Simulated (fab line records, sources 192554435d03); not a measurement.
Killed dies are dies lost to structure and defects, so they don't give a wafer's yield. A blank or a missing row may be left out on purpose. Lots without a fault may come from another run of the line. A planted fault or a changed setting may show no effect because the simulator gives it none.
One fault seen from 2 desks | flow n5_finfet | each desk has only its own numbers; what lay behind them comes last

THE METROLOGY DESK
What the gauges read, lot by lot, whatever tool the lot ran on: means of the sampled wafers that have a number. A lot is out of limits, marked OUT, if its mean lies more than 4 standard deviations from the usual mean; the brackets give that distance. Of its 10 readings 7 are shown: those that lie furthest out on some lot.
Columns: A = DIBL_P at N5_BEOL_M4_RC_MEAS_101, usual 36.5 mV/V; B = IOFF_N at N5_BEOL_M4_RC_MEAS_101, usual 0.158 nA/um; C = IOFF_P at N5_BEOL_M4_RC_MEAS_101, usual 0.21 nA/um; D = ION_N at N5_BEOL_M4_RC_MEAS_101, usual 675 uA/um; E = SS_P at N5_BEOL_M4_RC_MEAS_101, usual 73.4 mV/dec; F = VT_N at N5_BEOL_M4_RC_MEAS_101, usual 250.4 mV; G = VT_P at N5_BEOL_M4_RC_MEAS_101, usual -250 mV
lot  | first seen here | A    | B     | C    | D   | E    | F     | G
L492 | day 8 02:20     | 34.4 | 0.128 | 0.17 | 663 | 72.8 | 253.5 | -254
L493 | day 8 17:38     | 36.5 | 0.158 | 0.21 | 668 | 73.5 | 253.2 | -252
L497 | day 9 19:01     | 35.8 | 0.138 | 0.21 | 674 | 73.1 | 253.0 | -248
L503 | day 11 09:55    | 36.0 | 0.147 | 0.24 | 675 | 73.4 | 250.4 | -247
L502 | day 11 11:46    | 35.6 | 0.152 | 0.18 | 668 | 73.1 | 249.5 | -253
L504 | day 11 15:34    | 40.2 | 0.215 | 0.31 | 692 | 74.5 | 243.9 | -240
L507 | day 12 15:55    | 37.1 | 0.163 | 0.21 | 669 | 73.5 | 250.8 | -252
L508 | day 12 17:14    | 37.5 | 0.173 | 0.24 | 698 | 73.9 | 247.7 | -248
L513 | day 14 01:01    | 36.8 | 0.179 | 0.25 | 677 | 73.7 | 250.6 | -248
This desk's finding: nothing out of limits on any of the 9 lots.

THE TOOL OWNER'S DESK: ald_sin-02
The tool's own readings at N5_MOL_CONTACT_COAG_ALD_133 (deposits SiO2, target thk 5 nm, pulse time 1 s, co reactant pulse time 1 s): means of the sampled wafers that have a number, for each lot that ran on this tool. A lot is out of limits, marked OUT, if its mean lies more than 4 standard deviations from the usual mean; the brackets give that distance.
Columns: A = heater_power_w at N5_MOL_CONTACT_COAG_ALD_133, usual 72 W; B = precursor_pulse_height_rel at N5_MOL_CONTACT_COAG_ALD_133, usual 1.002
lot  | first seen here | A  | B
L492 | day 5 17:52     | 70 | 1.014
L497 | day 7 03:34     | 69 | 0.973
L503 | day 8 07:18     | 70 | 1.000
L504 | day 8 16:53     | 69 | 0.991
L513 | day 10 20:27    | 71 | 0.998
This desk's finding: nothing out of limits on any of the 5 lots.

PUT TOGETHER
The metrology desk saw nothing out of limits.
The tool owner's desk saw nothing out of limits.

WHAT THE SIMULATOR HAD PUT IN
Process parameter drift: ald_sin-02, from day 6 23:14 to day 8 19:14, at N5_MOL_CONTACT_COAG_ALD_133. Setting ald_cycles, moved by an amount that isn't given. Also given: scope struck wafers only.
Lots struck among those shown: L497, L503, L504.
